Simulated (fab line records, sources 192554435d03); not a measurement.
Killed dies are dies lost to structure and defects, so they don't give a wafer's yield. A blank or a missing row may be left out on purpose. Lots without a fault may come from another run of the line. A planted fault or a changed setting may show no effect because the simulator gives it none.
One fault seen from 2 desks | flow n5_finfet | each desk has only its own numbers; what lay behind them comes last

THE TOOL OWNER'S DESK: pecvd-01
The tool's own readings at N5_FIN_SAQP_PECVD_48 (deposits SiNx from SiH4/NH3/N2, target thk 25 nm, time 22.1 s): means of the sampled wafers that have a number, for each lot that ran on this tool. A lot is out of limits, marked OUT, if its mean lies more than 4 standard deviations from the usual mean; the brackets give that distance.
Columns: A = heater_power_w at N5_FIN_SAQP_PECVD_48, usual 779 W; B = showerhead_plenum_p_Torr at N5_FIN_SAQP_PECVD_48, usual 5.13 Torr; C = susceptor_temp_C at N5_FIN_SAQP_PECVD_48, usual 399.99 C; D = throttle_valve_pct at N5_FIN_SAQP_PECVD_48, usual 39.5 %
lot  | first seen here | A   | B    | C      | D
L211 | day 4 09:22     | 796 | 5.13 | 400.05 | 38.3
L218 | day 6 03:32     | 743 | 5.11 | 399.83 | 38.1
L219 | day 6 11:13     | 709 | 5.10 | 399.92 | 38.0
This desk's finding: nothing out of limits on any of the 3 lots.

THE DEFECT DESK
What the inspections along the route counted, lot by lot: means of the sampled wafers that have a number. A lot is out of limits, marked OUT, if its mean lies more than 4 standard deviations from the usual mean; the brackets give that distance.
Columns: A = raw_defect_count at N5_FIN_SAQP_INSPECT_18, usual 462; B = raw_defect_count at N5_FIN_SAQP_INSPECT_40, usual 242; C = raw_defect_count at N5_FIN_CUT_INSPECT_10, usual 44
lot  | first seen here | A               | B              | C
L211 | day 4 10:02     | 541             | 157            | 40
L218 | day 6 04:13     | 1250 (+6.6) OUT | 1011 (+11) OUT | 865 (+68) OUT
L219 | day 6 11:53     | 1207 (+6.2) OUT | 1057 (+12) OUT | 851 (+67) OUT
L224 | day 7 15:29     | 445             | 270            | 43
This desk's finding: out of limits on L218, L219; first on L218, day 6 04:13 (raw_defect_count at N5_FIN_SAQP_INSPECT_18). In limits: L211, L224.

PUT TOGETHER
The defect desk could have raised an alarm at day 6 04:13, on L218, L219.
The tool owner's desk saw nothing out of limits.
The tool owner's desk has L218, L219 on record, within its limits.
Of the lots named, all ran N5_FIN_SAQP_PECVD_48 on pecvd-01.

WHAT THE SIMULATOR HAD PUT IN
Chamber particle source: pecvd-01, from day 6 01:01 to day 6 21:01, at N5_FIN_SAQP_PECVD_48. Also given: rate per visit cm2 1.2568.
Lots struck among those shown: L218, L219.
Hours from the fault's start to each desk's first reading out of limits: the defect desk, 3.
